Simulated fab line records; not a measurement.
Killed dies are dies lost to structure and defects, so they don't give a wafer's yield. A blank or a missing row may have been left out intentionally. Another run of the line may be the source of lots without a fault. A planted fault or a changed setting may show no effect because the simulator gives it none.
The tool behind it: which one?	flow nandHarc	24 lots with 72 wafers sampled at 6 steps, on a route of 1302 steps

== WHAT THE GAUGES READ, wafer by wafer ==
No reading from a measuring or inspecting step in the record can be judged against a usual standard deviation.

== WHAT TOOL EACH LOT RAN ON (gives the tool, then ch and the chambers of the sampled wafers, and finally the start) ==
lot	NHARC_A_STAIRCASE_ETCH_190	NHARC_A_STAIRCASE_ETCH_223	NHARC_A_STAIRCASE_ETCH_230	NHARC_A_STAIRCASE_TRIM_231	NHARC_A_STAIRCASE_ETCH_232	NHARC_A_STAIRCASE_DEP_259
L074	rieDiel-01 ch 1,2,3, day 15 19:40 or earlier	rieDiel-01 ch 0,1,3, day 15 19:40 or earlier	rieDiel-01 ch 0,2,3, day 15 19:40 or earlier	rieDiel-01 ch 0,2,3, day 15 19:40 or earlier	rieDiel-01 ch 0,1,2, day 15 19:40 or earlier	pecvd-03 ch 0,1, day 15 19:40
L075	rieDiel-12 ch 2,3, day 16 14:53 or earlier	rieDiel-12 ch 0,2,3, day 16 14:53 or earlier	rieDiel-01 ch 0,1,3, day 16 14:53 or earlier	rieDiel-01 ch 0,3, day 16 14:53 or earlier	rieDiel-01 ch 0,3, day 16 14:53 or earlier	pecvd-04 ch 0,2, day 16 14:53
L076	rieDiel-06 ch 0,2,3, day 17 05:25 or earlier	rieDiel-06 ch 0,1, day 17 05:25 or earlier	rieDiel-06 ch 0,2,3, day 17 05:25 or earlier	rieDiel-06 ch 1,2,3, day 17 05:25 or earlier	rieDiel-06 ch 0,2, day 17 05:25 or earlier	pecvd-02 ch 1,2, day 17 05:25
L077	rieDiel-12 ch 0,2, day 17 09:26 or earlier	rieDiel-12 ch 0,3, day 17 09:26 or earlier	rieDiel-12 ch 1,3, day 17 09:26 or earlier	rieDiel-12 ch 0,3, day 17 09:26 or earlier	rieDiel-12 ch 0,1,2, day 17 09:26 or earlier	pecvd-02 ch 1,2, day 17 09:26
L078	rieDiel-06 ch 0,1,3, day 18 00:03 or earlier	rieDiel-01 ch 1,2,3, day 18 00:03 or earlier	rieDiel-12 ch 0,1, day 18 00:03 or earlier	rieDiel-12 ch 0,1, day 18 00:03 or earlier	rieDiel-12 ch 2,3, day 18 00:03 or earlier	pecvd-03 ch 0,2, day 18 00:03
L079	rieDiel-12 ch 0,1,3, day 18 08:28 or earlier	rieDiel-12 ch 0,1,3, day 18 08:28 or earlier	rieDiel-12 ch 2,3, day 18 08:28 or earlier	rieDiel-12 ch 2,3, day 18 08:28 or earlier	rieDiel-12 ch 1,2,3, day 18 08:28 or earlier	pecvd-03 ch 0,1, day 18 08:28
L080	rieDiel-01 ch 1,3, day 19 09:13 or earlier	rieDiel-06 ch 0,2,3, day 19 09:13 or earlier	rieDiel-12 ch 0,2,3, day 19 09:13 or earlier	rieDiel-12 ch 0,2,3, day 19 09:13 or earlier	rieDiel-12 ch 0,1, day 19 09:13 or earlier	pecvd-02 ch 1,2, day 19 09:13
L081	rieDiel-01 ch 1,2,3, day 19 12:50 or earlier	rieDiel-01 ch 0,1,3, day 19 12:50 or earlier	rieDiel-01 ch 0,1,3, day 19 12:50 or earlier	rieDiel-01 ch 0,1,2, day 19 12:50 or earlier	rieDiel-01 ch 1,2,3, day 19 12:50 or earlier	pecvd-03 ch 1,2, day 19 12:50
L082	rieDiel-01 ch 1,2, day 19 12:47 or earlier	rieDiel-12 ch 1,2,3, day 19 12:47 or earlier	rieDiel-12 ch 1,2,3, day 19 12:47 or earlier	rieDiel-12 ch 0,1,2, day 19 12:47 or earlier	rieDiel-12 ch 1,3, day 19 12:47 or earlier	pecvd-02 ch 0,1, day 19 12:47
L083	rieDiel-01 ch 0,2,3, day 20 12:02 or earlier	rieDiel-12 ch 0,1,2, day 20 12:02 or earlier	rieDiel-12 ch 0,2,3, day 20 12:02 or earlier	rieDiel-12 ch 1,2, day 20 12:02 or earlier	rieDiel-12 ch 1,3, day 20 12:02 or earlier	pecvd-03 ch 0,2, day 20 12:02
L085	rieDiel-01 ch 0,1,3, day 20 14:22 or earlier	rieDiel-06 ch 1,2,3, day 20 14:22 or earlier	rieDiel-06 ch 0,1,2, day 20 14:22 or earlier	rieDiel-06 ch 0,2,3, day 20 14:22 or earlier	rieDiel-06 ch 0,2,3, day 20 14:22 or earlier	pecvd-03 ch 0,1,2, day 20 14:22
L084	rieDiel-06 ch 1,3, day 20 17:17 or earlier	rieDiel-12 ch 1,2,3, day 20 17:17 or earlier	rieDiel-06 ch 0,1, day 20 17:17 or earlier	rieDiel-06 ch 0,1,2, day 20 17:17 or earlier	rieDiel-06 ch 0,1,2, day 20 17:17 or earlier	pecvd-03 ch 0,2, day 20 17:17
L086	rieDiel-12 ch 0,2,3, day 21 07:13 or earlier	rieDiel-01 ch 2,3, day 21 07:13 or earlier	rieDiel-06 ch 1,2,3, day 21 07:13 or earlier	rieDiel-06 ch 1,2, day 21 07:13 or earlier	rieDiel-06 ch 1,2, day 21 07:13 or earlier	pecvd-02 ch 0,2, day 21 07:13
L087	rieDiel-12 ch 1,3, day 22 15:02 or earlier	rieDiel-12 ch 0,3, day 22 15:02 or earlier	rieDiel-06 ch 0,1,3, day 22 15:02 or earlier	rieDiel-06 ch 0,3, day 22 15:02 or earlier	rieDiel-06 ch 1,2, day 22 15:02 or earlier	pecvd-02 ch 0,2, day 22 15:02
L088	rieDiel-06 ch 0,1,2, day 22 17:19 or earlier	rieDiel-12 ch 0,1,3, day 22 17:19 or earlier	rieDiel-12 ch 2,3, day 22 17:19 or earlier	rieDiel-12 ch 0,3, day 22 17:19 or earlier	rieDiel-12 ch 0,2,3, day 22 17:19 or earlier	pecvd-04 ch 0,1,2, day 22 17:19
L090	rieDiel-06 ch 0,1, day 22 20:34 or earlier	rieDiel-12 ch 1,3, day 22 20:34 or earlier	rieDiel-01 ch 1,3, day 22 20:34 or earlier	rieDiel-01 ch 1,2, day 22 20:34 or earlier	rieDiel-01 ch 1,3, day 22 20:34 or earlier	pecvd-04 ch 0,2, day 22 20:34
L089	rieDiel-01 ch 2,3, day 22 21:31 or earlier	rieDiel-01 ch 2,3, day 22 21:31 or earlier	rieDiel-12 ch 1,2,3, day 22 21:31 or earlier	rieDiel-12 ch 1,3, day 22 21:31 or earlier	rieDiel-12 ch 0,1, day 22 21:31 or earlier	pecvd-03 ch 0,1, day 22 21:31
L091	rieDiel-06 ch 0,3, day 23 14:09 or earlier	rieDiel-12 ch 0,1,2, day 23 14:09 or earlier	rieDiel-06 ch 1,2, day 23 14:09 or earlier	rieDiel-06 ch 0,2, day 23 14:09 or earlier	rieDiel-06 ch 0,2,3, day 23 14:09 or earlier	pecvd-04 ch 0,1,2, day 23 14:09
L093	rieDiel-12 ch 0,1,2, day 23 19:11 or earlier	rieDiel-01 ch 0,2,3, day 23 19:11 or earlier	rieDiel-12 ch 1,2,3, day 23 19:11 or earlier	rieDiel-12 ch 0,1,2, day 23 19:11 or earlier	rieDiel-12 ch 0,2,3, day 23 19:11 or earlier	pecvd-04 ch 0,1,2, day 23 19:11
L092	rieDiel-01 ch 0,1,2, day 24 01:39 or earlier	rieDiel-06 ch 1,2,3, day 24 01:39 or earlier	rieDiel-06 ch 0,1,2, day 24 01:39 or earlier	rieDiel-06 ch 0,2,3, day 24 01:39 or earlier	rieDiel-06 ch 0,1,2, day 24 01:39 or earlier	pecvd-04 ch 0,1,2, day 24 01:39
L094	rieDiel-01 ch 0,2,3, day 24 14:13 or earlier	rieDiel-01 ch 0,2,3, day 24 14:13 or earlier	rieDiel-12 ch 0,1,2, day 24 14:13 or earlier	rieDiel-12 ch 1,2,3, day 24 14:13 or earlier	rieDiel-12 ch 0,1,3, day 24 14:13 or earlier	pecvd-02 ch 0,1, day 24 14:13
L095	rieDiel-12 ch 0,1,2, day 24 17:52 or earlier	rieDiel-12 ch 1,3, day 24 17:52 or earlier	rieDiel-12 ch 0,1,3, day 24 17:52 or earlier	rieDiel-12 ch 0,1, day 24 17:52 or earlier	rieDiel-12 ch 0,1,2, day 24 17:52 or earlier	pecvd-04 ch 0,1, day 24 17:52
L097	rieDiel-06 ch 0,2,3, day 25 14:23 or earlier	rieDiel-01 ch 1,2,3, day 25 14:23 or earlier	rieDiel-01 ch 1,2, day 25 14:23 or earlier	rieDiel-01 ch 0,2,3, day 25 14:23 or earlier	rieDiel-01 ch 0,3, day 25 14:23 or earlier	pecvd-03 ch 0,1,2, day 25 14:23
L096	rieDiel-12 ch 0,2, day 25 17:52 or earlier	rieDiel-06 ch 1,3, day 25 17:52 or earlier	rieDiel-01 ch 1,3, day 25 17:52 or earlier	rieDiel-01 ch 1,3, day 25 17:52 or earlier	rieDiel-01 ch 0,1, day 25 17:52 or earlier	pecvd-03 ch 0,2, day 25 17:52
- NHARC_A_STAIRCASE_ETCH_190: etches the open film in C4F8/O2, target depth 100 nm, time 40.5 s.
- NHARC_A_STAIRCASE_ETCH_223: etches the open film in C4F8/O2, target depth 100 nm, time 40.5 s.
- NHARC_A_STAIRCASE_ETCH_230: etches the open film in C4F8/O2, target depth 100 nm, time 40.5 s.
- NHARC_A_STAIRCASE_TRIM_231: chemistry O2, time 211.2 s.
- NHARC_A_STAIRCASE_ETCH_232: etches the open film in C4F8/O2, target depth 100 nm, time 40.5 s.
- NHARC_A_STAIRCASE_DEP_259: deposits SiON, target thk 30 nm.

== AS READ BY THE TOOLS THEMSELVES (means over the sampled wafers that have a number; for cases with no such wafer, the mark the record gives instead) ==
NHARC_A_STAIRCASE_ETCH_190. Usual: oesProductAu 0.947 a.u., standard deviation 0.012; rfVppV 896 V, standard deviation 7.
lot	tool	oesProductAu (a.u.)	rfVppV (V)	flag
L074	rieDiel-01	0.942	894	
L075	rieDiel-12	0.949	890	
L076	rieDiel-06	0.952	895	
L077	rieDiel-12	0.961	896	
L078	rieDiel-06	0.953	892	
L079	rieDiel-12	0.933	896	
L080	rieDiel-01	0.957	899	
L081	rieDiel-01	0.957	893	
L082	rieDiel-01	0.937	886	
L083	rieDiel-01	0.948	895	
L085	rieDiel-01	0.949	895	
L084	rieDiel-06	0.947	894	
L086	rieDiel-12	0.962	900	
L087	rieDiel-12	0.956	904	
L088	rieDiel-06	0.946	897	
L090	rieDiel-06	0.939	892	
L089	rieDiel-01	0.945	892	
L091	rieDiel-06	0.950	891	
L093	rieDiel-12	0.943	898	
L092	rieDiel-01	0.941	890	
L094	rieDiel-01	0.956	896	
L095	rieDiel-12	0.946	897	
L097	rieDiel-06	0.950	895	
L096	rieDiel-12	0.934	895	

NHARC_A_STAIRCASE_ETCH_223. Usual: oesProductAu 0.948 a.u., standard deviation 0.013; rfVppV 896 V, standard deviation 7.1.
lot	tool	oesProductAu (a.u.)	rfVppV (V)	flag
L074	rieDiel-01	0.947	897	
L075	rieDiel-12	0.940	894	
L076	rieDiel-06	0.959	894	
L077	rieDiel-12	0.959	893	
L078	rieDiel-01	0.969	893	
L079	rieDiel-12	0.944	897	
L080	rieDiel-06	0.953	895	
L081	rieDiel-01	0.946	898	
L082	rieDiel-12	0.958	892	
L083	rieDiel-12	0.943	898	
L085	rieDiel-06	0.934	897	
L084	rieDiel-12	0.949	898	
L086	rieDiel-01	0.954	899	
L087	rieDiel-12	0.963	905	
L088	rieDiel-12	0.939	903	
L090	rieDiel-12	0.958	903	
L089	rieDiel-01	0.944	892	
L091	rieDiel-12	0.926	897	
L093	rieDiel-01	0.949	895	
L092	rieDiel-06	0.947	897	
L094	rieDiel-01	0.953	896	
L095	rieDiel-12	0.941	901	
L097	rieDiel-01	0.956	899	
L096	rieDiel-06	0.941	891	

NHARC_A_STAIRCASE_ETCH_230. Usual: oesProductAu 0.953 a.u., standard deviation 0.017; rfVppV 897 V, standard deviation 6.9.
lot	tool	oesProductAu (a.u.)	rfVppV (V)	flag
L074	rieDiel-01	0.940	896	
L075	rieDiel-01	0.957	898	
L076	rieDiel-06	0.944	896	
L077	rieDiel-12	0.932	895	
L078	rieDiel-12	0.951	903	
L079	rieDiel-12	0.946	890	
L080	rieDiel-12	0.974	894	
L081	rieDiel-01	0.941	897	
L082	rieDiel-12	0.948	892	
L083	rieDiel-12	0.952	900	
L085	rieDiel-06	0.950	896	
L084	rieDiel-06	0.972	892	
L086	rieDiel-06	0.967	897	
L087	rieDiel-06	0.947	893	
L088	rieDiel-12	0.962	900	
L090	rieDiel-01	0.951	894	
L089	rieDiel-12	0.966	898	
L091	rieDiel-06	0.975	901	
L093	rieDiel-12	0.980	899	
L092	rieDiel-06	0.952	897	
L094	rieDiel-12	0.927	898	
L095	rieDiel-12	0.930	903	
L097	rieDiel-01	0.948	900	
L096	rieDiel-01	0.962	898	

NHARC_A_STAIRCASE_TRIM_231. Usual: drypumpMotorCurrentA 5.8 A, standard deviation 0.32; o2FlowSccm 499.9 sccm, standard deviation 1.6; oesProductAu 1.001 a.u., standard deviation 0.012; rfVppV 57.8 V, standard deviation 0.93; showerheadPlenumPTorr 3.55 Torr, standard deviation 0.18; throttleValvePct 17.037 %, standard deviation 0.0094.
lot	tool	drypumpMotorCurrentA (A)	o2FlowSccm (sccm)	oesProductAu (a.u.)	rfVppV (V)	showerheadPlenumPTorr (Torr)	throttleValvePct (%)	flag
L074	rieDiel-01	5.6	501.6	1.001	57.5	3.55	17.043	
L075	rieDiel-01	5.7	498.9	0.999	58.5	3.71	17.034	
L076	rieDiel-06	5.5	499.2	1.006	57.8	3.57	17.035	
L077	rieDiel-12	5.8	499.4	0.998	57.9	3.45	17.038	
L078	rieDiel-12	5.9	500.5	0.985	58.1	3.74	17.032	
L079	rieDiel-12	6.1	500.3	0.999	57.8	3.35	17.039	
L080	rieDiel-12	6.0	499.9	1.000	58.3	3.48	17.036	
L081	rieDiel-01	5.8	500.7	1.004	57.4	3.39	17.036	
L082	rieDiel-12	6.0	499.7	0.991	57.6	3.60	17.038	
L083	rieDiel-12	6.1	499.3	0.993	57.4	3.47	17.044	
L085	rieDiel-06	5.5	499.4	1.005	57.5	3.51	17.028	
L084	rieDiel-06	5.5	499.6	1.019	58.5	3.55	17.035	
L086	rieDiel-06	5.2	498.8	1.004	58.3	3.66	17.038	
L087	rieDiel-06	5.7	499.5	1.013	57.3	3.39	17.032	
L088	rieDiel-12	5.9	499.5	1.007	57.5	3.77	17.035	
L090	rieDiel-01	6.2	500.2	1.009	56.9	3.30	17.039	
L089	rieDiel-12	5.8	500.4	1.001	58.1	3.69	17.039	
L091	rieDiel-06	5.4	500.1	1.014	57.1	3.50	17.033	
L093	rieDiel-12	6.0	501.2	0.997	58.1	3.58	17.043	
L092	rieDiel-06	5.5	499.9	0.997	58.1	3.50	17.026	
L094	rieDiel-12	5.9	499.4	1.004	57.9	3.59	17.029	
L095	rieDiel-12	5.8	498.8	0.979	58.2	3.66	17.043	
L097	rieDiel-01	5.6	499.3	1.002	58.9	3.69	17.034	
L096	rieDiel-01	6.0	496.7	1.004	57.1	3.60	17.042	

NHARC_A_STAIRCASE_ETCH_232. Usual: oesProductAu 0.950 a.u., standard deviation 0.014; rfVppV 896 V, standard deviation 6.8.
lot	tool	oesProductAu (a.u.)	rfVppV (V)	flag
L074	rieDiel-01	0.947	891	
L075	rieDiel-01	0.939	903	
L076	rieDiel-06	0.946	896	
L077	rieDiel-12	0.948	898	
L078	rieDiel-12	0.962	889	
L079	rieDiel-12	0.950	893	
L080	rieDiel-12	0.959	902	
L081	rieDiel-01	0.954	893	
L082	rieDiel-12	0.940	895	
L083	rieDiel-12	0.934	904	
L085	rieDiel-06	0.957	895	
L084	rieDiel-06	0.968	897	
L086	rieDiel-06	0.942	899	
L087	rieDiel-06	0.935	897	
L088	rieDiel-12	0.955	901	
L090	rieDiel-01	0.952	893	
L089	rieDiel-12	0.927	900	
L091	rieDiel-06	0.957	895	
L093	rieDiel-12	0.965	900	
L092	rieDiel-06	0.933	897	
L094	rieDiel-12	0.943	903	
L095	rieDiel-12	0.946	898	
L097	rieDiel-01	0.933	899	
L096	rieDiel-01	0.948	893	

NHARC_A_STAIRCASE_DEP_259. Usual: heaterPowerW 759 W, standard deviation 110.
lot	tool	heaterPowerW (W)	flag
L074	pecvd-03	774	
L075	pecvd-04	753	
L076	pecvd-02	885	
L077	pecvd-02	765	
L078	pecvd-03	757	
L079	pecvd-03	747	
L080	pecvd-02	675	
L081	pecvd-03	829	
L082	pecvd-02	745	
L083	pecvd-03	793	
L085	pecvd-03	800	
L084	pecvd-03	763	
L086	pecvd-02	664	
L087	pecvd-02	607	
L088	pecvd-04	699	
L090	pecvd-04	686	
L089	pecvd-03	763	
L091	pecvd-04	720	
L093	pecvd-04	754	
L092	pecvd-04	731	
L094	pecvd-02	779	
L095	pecvd-04	749	
L097	pecvd-03	808	
L096	pecvd-03	832	

== THE ANSWER, worked out from the rows above alone ==
Rule: a lot is off if the mean of its wafers that have a number lies more than 3 standard deviations from the usual mean. A lot without any number at a reading at which 4 lots or more have one is off too. Any other lot the step has rows for is counted as sound. After the gauges, taken in route order, come the tools' own readings; for these a lot's mean is taken, as printed above. The first step at which some lot is off is used, and at that step the reading that is off furthest; a lot without a number counts as furthest.
Nothing can be told from this: no lot is off at any reading shown.

== WHAT HAD BEEN PUT IN BY THE SIMULATOR ==
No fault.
